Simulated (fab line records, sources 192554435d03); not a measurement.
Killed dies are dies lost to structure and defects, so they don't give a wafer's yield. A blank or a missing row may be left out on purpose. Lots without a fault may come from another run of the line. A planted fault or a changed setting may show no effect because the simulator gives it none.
Chamber matching | flow n5_finfet | N5_SPACER0_ALD_08 on ald_sin-03: 4 sister chambers
The step deposits SiNx, target thk 2 nm. 4 wafers are shown with their chamber, then 8 later ones without.

WAFERS WITH THEIR CHAMBER
wafer  | chamber | heater_power_w (W)
L077.1 | 3       | 699
L082.1 | 2       | 1047
L087.2 | 1       | 833
L088.2 | 0       | 819

WAFERS WITHOUT THEIR CHAMBER
wafer  | heater_power_w (W)
L088.4 | 709
L088.5 | 833
L092.1 | 862
L092.2 | 1075
L092.5 | 695
L097.4 | 708
L097.5 | 859
L097.6 | 1053

WHICH CHAMBER EACH WENT THROUGH
wafer  | from the rows above     | in truth
L088.4 | 3                       | 3
L088.5 | can't be placed: 1 or 0 | 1
L092.1 | can't be placed: 1 or 0 | 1
L092.2 | 2                       | 2
L092.5 | 3                       | 3
L097.4 | 3                       | 3
L097.5 | can't be placed: 1 or 0 | 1
L097.6 | 2                       | 2
Placed correctly: 5 of 8. Can't be placed from these rows: 3 (the true chamber is among the candidates in 3). Placed wrongly: 0.
How it was worked out, from the rows above alone: a wafer's distance from a chamber is the root of the sum, over the readings, of the square of ((its reading less the chamber's mean) divided by the reading's scatter). The wafer belongs to the nearest chamber; if the next one is less than 2 further off, it can't be placed. A chamber's mean is the mean of its shown wafers. The scatter: with one shown wafer a chamber, the root of the mean of the squares of how far each hidden wafer lies from its nearest shown one.
